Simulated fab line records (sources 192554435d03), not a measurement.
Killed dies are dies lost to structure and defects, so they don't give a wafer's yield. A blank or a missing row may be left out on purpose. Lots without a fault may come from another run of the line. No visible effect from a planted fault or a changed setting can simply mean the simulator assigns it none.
Which tool is to blame? -- flow n5_finfet -- 12 lots with 35 wafers sampled at 3 steps, on a route of 1938 steps

== WHAT THE GAUGES SHOWED, per wafer ==
N5_PASSIVATION_OVL_MEAS_60. Usual: TV_OVL typically reads 1 nm, with standard deviation 4.9.
lot,measured,on,TV_OVL (nm),flag
L705,day 12 11:25,overlay-01,2 -6 -8,
L707,day 12 06:35,overlay-02,-1 -6 -8,
L709,day 13 04:19,overlay-01,7 5 6,
L710,day 13 14:39,overlay-01,-4 -6 1,
L713,day 14 08:50,overlay-01,-2 -4 -4,
L712,day 14 00:37,overlay-02,5 -11 -1,
L714,day 14 06:40,overlay-01,-4 3 -2,
L715,day 14 20:06,overlay-02,-11 -1,
L719,day 15 18:47,overlay-01,2 8 4,
L722,day 15 18:58,overlay-02,1 4 0,
L726,day 17 06:16,overlay-02,-5 -9 8,
L727,day 17 20:39,overlay-01,13 6 5,

== EACH LOT AND THE TOOL THAT RAN IT (in order: tool; ch and the chambers of the sampled wafers; start) ==
lot,N5_BEOL_M1_HM_OPEN_17,N5_MIM_BOT_ETCH_ETCH_04
L705,"rie_metal-02 ch 0, day 6 08:07","rie_diel-03 ch 0,1,3, day 12 09:43"
L707,"rie_metal-01 ch 0,1, day 6 11:31","rie_diel-06 ch 0,1,3, day 12 03:42"
L709,"rie_metal-02 ch 0,1, day 7 01:03","rie_diel-02 ch 2,3, day 13 00:56"
L710,"rie_metal-03 ch 0,1, day 7 04:05","rie_diel-06 ch 0,3, day 13 10:46"
L713,"rie_metal-01 ch 0,1, day 8 03:01","rie_diel-03 ch 0,2,3, day 14 05:42"
L712,"rie_metal-02 ch 0, day 8 03:04","rie_diel-06 ch 0,3, day 13 23:14"
L714,"rie_metal-02 ch 0,1, day 8 11:02","rie_diel-06 ch 0,2,3, day 14 04:33"
L715,"rie_metal-02 ch 0,1, day 8 16:20","rie_diel-06 ch 2,3, day 14 10:59"
L719,"rie_metal-03 ch 0,1, day 9 14:22","rie_diel-06 ch 0,1,3, day 15 16:16"
L722,"rie_metal-01 ch 1, day 10 04:35","rie_diel-03 ch 0,2,3, day 15 16:35"
L726,"rie_metal-03 ch 0, day 11 07:19","rie_diel-06 ch 1,2,3, day 17 04:22"
L727,"rie_metal-03 ch 0,1, day 11 11:15","rie_diel-03 ch 0,3, day 17 18:07"
- N5_BEOL_M1_HM_OPEN_17: chemistry Cl2/BCl3, target TiN, target depth 20 nm, overetch 6 nm.
- N5_MIM_BOT_ETCH_ETCH_04: etches SiNx in CF4/O2, target depth 26 nm, time 13 s.

== WHAT THE TOOLS THEMSELVES READ (means of the sampled wafers that have a number; where no wafer has one, the mark that the record gives instead) ==
N5_BEOL_M1_HM_OPEN_17. Usual: drypump_motor_current_A 5.75 A, standard deviation 0.3; oes_product_au 0.65 a.u., standard deviation 0.12; throttle_valve_pct 22.0 %, standard deviation 0.35.
lot,tool,drypump_motor_current_A (A),oes_product_au (a.u.),throttle_valve_pct (%),flag
L705,rie_metal-02,5.86,0.80,21.4,
L707,rie_metal-01,5.88,0.50,22.4,
L709,rie_metal-02,5.64,0.62,22.1,
L710,rie_metal-03,5.60,0.57,22.1,
L713,rie_metal-01,5.87,0.71,22.4,
L712,rie_metal-02,5.88,0.79,21.4,
L714,rie_metal-02,5.65,0.60,22.1,
L715,rie_metal-02,5.70,0.65,21.9,
L719,rie_metal-03,5.60,0.56,22.1,
L722,rie_metal-01,5.54,0.78,22.4,
L726,rie_metal-03,5.64,0.55,22.1,
L727,rie_metal-03,5.64,0.56,22.1,

N5_MIM_BOT_ETCH_ETCH_04. Usual: drypump_motor_current_A 5.7 A, standard deviation 0.33; oes_product_au 0.81 a.u., standard deviation 0.1; rf_vpp_V 240 V, standard deviation 4.5; showerhead_plenum_p_Torr 2.21 Torr, standard deviation 0.083; throttle_valve_pct 15.97 %, standard deviation 0.22.
lot,tool,drypump_motor_current_A (A),oes_product_au (a.u.),rf_vpp_V (V),showerhead_plenum_p_Torr (Torr),throttle_valve_pct (%),flag
L705,rie_diel-03,5.6,0.74,238,2.23,16.03,
L707,rie_diel-06,5.5,0.71,241,2.18,16.13,
L709,rie_diel-02,5.5,0.89,241,2.17,15.92,
L710,rie_diel-06,5.6,0.71,237,2.20,16.07,
L713,rie_diel-03,5.8,0.82,239,2.20,15.89,
L712,rie_diel-06,5.6,0.70,237,2.20,16.08,
L714,rie_diel-06,5.8,0.76,237,2.23,16.00,
L715,rie_diel-06,5.8,0.78,238,2.21,15.89,
L719,rie_diel-06,5.5,0.77,241,2.17,16.01,
L722,rie_diel-03,5.9,0.80,238,2.19,15.91,
L726,rie_diel-06,5.6,0.81,242,2.19,15.93,
L727,rie_diel-03,5.6,0.73,239,2.16,16.13,

== THE ANSWER, worked out from the rows above alone ==
Rule: take the mean of a lot's wafers that have a number; if it is more than 3 standard deviations from the usual mean, the lot is off. Also off: a lot with no number at a reading for which 4 or more lots have one. All remaining lots with rows at the step are treated as sound. First the gauges in route order, then the tools' own readings, where a lot's mean is used as printed above. The first step at which some lot is off is used, and at that step the reading that is off furthest; a lot without a number counts as furthest.
Nothing can be told from this: no lot is off at any reading shown.

== WHAT WAS PUT IN BY THE SIMULATOR ==
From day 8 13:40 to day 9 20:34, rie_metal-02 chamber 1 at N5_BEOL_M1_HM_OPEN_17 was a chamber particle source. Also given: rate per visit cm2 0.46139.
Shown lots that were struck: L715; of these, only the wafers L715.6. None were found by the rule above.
